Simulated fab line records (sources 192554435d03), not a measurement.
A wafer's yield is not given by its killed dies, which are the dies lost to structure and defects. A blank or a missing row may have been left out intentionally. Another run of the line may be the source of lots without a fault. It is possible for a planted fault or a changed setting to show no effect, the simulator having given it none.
Split-lot trial / flow n5_finfet / 21 wafers read from 7 lots, route of 1938 steps

## THE SPLIT
At N5_SD_EPI_N_EPI_21 (deposits Si:P, time 690 s), the setting epi_growth_time_s was moved away from the recipe's 690 s on 4 of the 21 wafers read, by -10.4% to +6.1%. The other wafers ran this setting at the recipe's value.

## FROM THE SPLIT TO THE READING: what the file shows between them, 12 steps
- N5_SD_EPI_N_EPI_MEAS_23
- N5_SD_EPI_P_COAT_34: time 60 s, resist thk 350 nm (also split here: spin_rpm)
- N5_SD_EPI_P_COAT_35: time 60 s, resist thk 35 nm
- N5_SD_EPI_P_COAT_03: resist thk 150 nm
- N5_SD_EPI_P_EPI_21: deposits SiGe:B, time 355 s
- N5_SD_EPI_P_HM_STRIP_48: strips SiNx in H3PO4, material SiNx, target depth 3 nm
- N5_SD_EPI_P_SRD_49: time 30 s
- N5_SD_EPI_P_PRECLEAN_24: cleans in O3/DIW, time 45 s
- N5_SD_EPI_P_PRECLEAN_32: cleans in dHF, time 10 s
- N5_SD_EPI_P_PRECLEAN_33: cleans in SC2, time 45 s
- N5_SD_ACTIVATION_RTA_00: time 0 s
- N5_SD_ACTIVATION_LSA_01: time 0.0008 s

## THE READING
RS_SD_N, in ohm/sq, at N5_SD_ACTIVATION_RS_MEAS_03 (measures by four-point-probe). Fault-free wafers of this fab line usually give 21.88 ohm/sq, standard deviation 0.28 ohm/sq.

wafer=L079.2; tool, chamber at the split=epi_rpcvd-01, 0; epi_growth_time_s as run, s=690; against the recipe=recipe; RS_SD_N, ohm/sq=21.96; against lot-mates on the recipe=-
wafer=L079.4; tool, chamber at the split=epi_rpcvd-01, 0; epi_growth_time_s as run, s=690; against the recipe=recipe; RS_SD_N, ohm/sq=21.96; against lot-mates on the recipe=-
wafer=L079.5; tool, chamber at the split=epi_rpcvd-01, 0; epi_growth_time_s as run, s=690; against the recipe=recipe; RS_SD_N, ohm/sq=21.68; against lot-mates on the recipe=-
wafer=L081.3; tool, chamber at the split=epi_rpcvd-04, 0; epi_growth_time_s as run, s=618.5; against the recipe=-10.4%; RS_SD_N, ohm/sq=23.66; against lot-mates on the recipe=+1.54
wafer=L081.4; tool, chamber at the split=epi_rpcvd-04, 0; epi_growth_time_s as run, s=690; against the recipe=recipe; RS_SD_N, ohm/sq=22.12; against lot-mates on the recipe=-
wafer=L081.5; tool, chamber at the split=epi_rpcvd-04, 0; epi_growth_time_s as run, s=618.5; against the recipe=-10.4%; RS_SD_N, ohm/sq=23.77; against lot-mates on the recipe=+1.65
wafer=L082.1; tool, chamber at the split=epi_rpcvd-04, 0; epi_growth_time_s as run, s=690; against the recipe=recipe; RS_SD_N, ohm/sq=22.14; against lot-mates on the recipe=-
wafer=L082.4; tool, chamber at the split=epi_rpcvd-04, 0; epi_growth_time_s as run, s=690; against the recipe=recipe; RS_SD_N, ohm/sq=22.28; against lot-mates on the recipe=-
wafer=L082.5; tool, chamber at the split=epi_rpcvd-04, 0; epi_growth_time_s as run, s=690; against the recipe=recipe; RS_SD_N, ohm/sq=21.80; against lot-mates on the recipe=-
wafer=L083.1; tool, chamber at the split=epi_rpcvd-04, 0; epi_growth_time_s as run, s=690; against the recipe=recipe; RS_SD_N, ohm/sq=21.66; against lot-mates on the recipe=-
wafer=L083.3; tool, chamber at the split=epi_rpcvd-04, 0; epi_growth_time_s as run, s=690; against the recipe=recipe; RS_SD_N, ohm/sq=21.60; against lot-mates on the recipe=-
wafer=L083.5; tool, chamber at the split=epi_rpcvd-04, 0; epi_growth_time_s as run, s=690; against the recipe=recipe; RS_SD_N, ohm/sq=21.59; against lot-mates on the recipe=-
wafer=L088.2; tool, chamber at the split=epi_rpcvd-01, 0; epi_growth_time_s as run, s=690; against the recipe=recipe; RS_SD_N, ohm/sq=21.71; against lot-mates on the recipe=-
wafer=L088.3; tool, chamber at the split=epi_rpcvd-01, 0; epi_growth_time_s as run, s=690; against the recipe=recipe; RS_SD_N, ohm/sq=22.00; against lot-mates on the recipe=-
wafer=L088.6; tool, chamber at the split=epi_rpcvd-01, 0; epi_growth_time_s as run, s=690; against the recipe=recipe; RS_SD_N, ohm/sq=22.39; against lot-mates on the recipe=-
wafer=L089.4; tool, chamber at the split=epi_rpcvd-02, 0; epi_growth_time_s as run, s=716.6; against the recipe=+3.9%; RS_SD_N, ohm/sq=21.06; against lot-mates on the recipe=-0.80
wafer=L089.5; tool, chamber at the split=epi_rpcvd-02, 0; epi_growth_time_s as run, s=690; against the recipe=recipe; RS_SD_N, ohm/sq=21.70; against lot-mates on the recipe=-
wafer=L089.6; tool, chamber at the split=epi_rpcvd-02, 0; epi_growth_time_s as run, s=690; against the recipe=recipe; RS_SD_N, ohm/sq=22.02; against lot-mates on the recipe=-
wafer=L091.3; tool, chamber at the split=epi_rpcvd-04, 0; epi_growth_time_s as run, s=732.3; against the recipe=+6.1%; RS_SD_N, ohm/sq=21.33; against lot-mates on the recipe=-0.90
wafer=L091.4; tool, chamber at the split=epi_rpcvd-04, 0; epi_growth_time_s as run, s=690; against the recipe=recipe; RS_SD_N, ohm/sq=22.03; against lot-mates on the recipe=-
wafer=L091.6; tool, chamber at the split=epi_rpcvd-04, 0; epi_growth_time_s as run, s=690; against the recipe=recipe; RS_SD_N, ohm/sq=22.43; against lot-mates on the recipe=-

FIT RESULTS
A straight line over all 21 wafers: RS_SD_N changes by -0.164 ohm/sq for each +1% of epi_growth_time_s; r = -0.91; the points scatter about the line by 0.27 ohm/sq.
The same after taking each lot's own level away (the mean of its wafers on the recipe; 21 wafers): -0.156 ohm/sq for each +1%; r = -0.96; scatter 0.18 ohm/sq.
On that fit, the largest move of epi_growth_time_s shifts the reading by 1.6 ohm/sq.
Measured against the standard deviation above, the lots' own levels, which go from 21.617 to 22.230 ohm/sq, span 2.2 times it.
The two slopes agree, so the slope changes little with the lot-to-lot level.
Check: with one of the wafers moved furthest among these (-10.4%) left out of the fit, the line predicts +1.66 ohm/sq for it against its lot-mates. It came out at +1.54 ohm/sq against them.

## THESE WAFERS: OTHER SPLITS
Other splits were also applied to these wafers ahead of the reading. Each is held against what the fit with the lots' levels taken away leaves over:
other split on the same wafers=N5_FIN_SAQP_PECVD_06 time_s; wafers away from the commonest value=5; r with RS_SD_N (lot level and that fit taken away)=+0.12
other split on the same wafers=N5_FIN_SAQP_EXPOSE_13 dose_mj; wafers away from the commonest value=7; r with RS_SD_N (lot level and that fit taken away)=+0.13
other split on the same wafers=N5_FIN_SAQP_SPACER1_ALD_24 ald_cycles; wafers away from the commonest value=7; r with RS_SD_N (lot level and that fit taken away)=-0.43
other split on the same wafers=N5_DUMMY_GATE_COAT_28 spin_rpm; wafers away from the commonest value=7; r with RS_SD_N (lot level and that fit taken away)=+0.12
other split on the same wafers=N5_SD_EPI_P_COAT_34 spin_rpm; wafers away from the commonest value=7; r with RS_SD_N (lot level and that fit taken away)=+0.45

## THE WHOLE CHAIN: every reading that the file lists as answering this split, in the file's order
step=N5_SD_EPI_N_EPI_21; what it does=deposits Si:P, time 690 s; reading=Si-P_of_SD_EPI_N_EPI_21.thk_nm (the simulator's own value, which no gauge read); change (the file's fit)=+0.433 nm for each +1% of the setting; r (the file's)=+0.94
step=N5_SD_EPI_N_EPI_MEAS_23; what it does=; reading=thk_nm; change (the file's fit)=withheld for each +1% of the setting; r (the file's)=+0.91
step=N5_SD_EPI_P_HM_STRIP_48; what it does=strips SiNx in H3PO4, material SiNx, target depth 3 nm; reading=Si-P_of_SD_EPI_N_EPI_21.thk_nm (the simulator's own value, which no gauge read); change (the file's fit)=+0.408 nm for each +1% of the setting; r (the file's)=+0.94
step=N5_SD_EPI_P_PRECLEAN_24; what it does=cleans in O3/DIW, time 45 s; reading=Si-P_of_SD_EPI_N_EPI_21.thk_nm (the simulator's own value, which no gauge read); change (the file's fit)=+0.421 nm for each +1% of the setting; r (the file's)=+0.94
step=N5_SD_ACTIVATION_RS_MEAS_03; what it does=measures by four-point-probe; reading=RS_SD_N; change (the file's fit)=-0.157 for each +1% of the setting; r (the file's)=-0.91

## FILE'S OWN FIT
RS_SD_N changes by -0.157 ohm/sq for each +1% of epi_growth_time_s, r = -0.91.
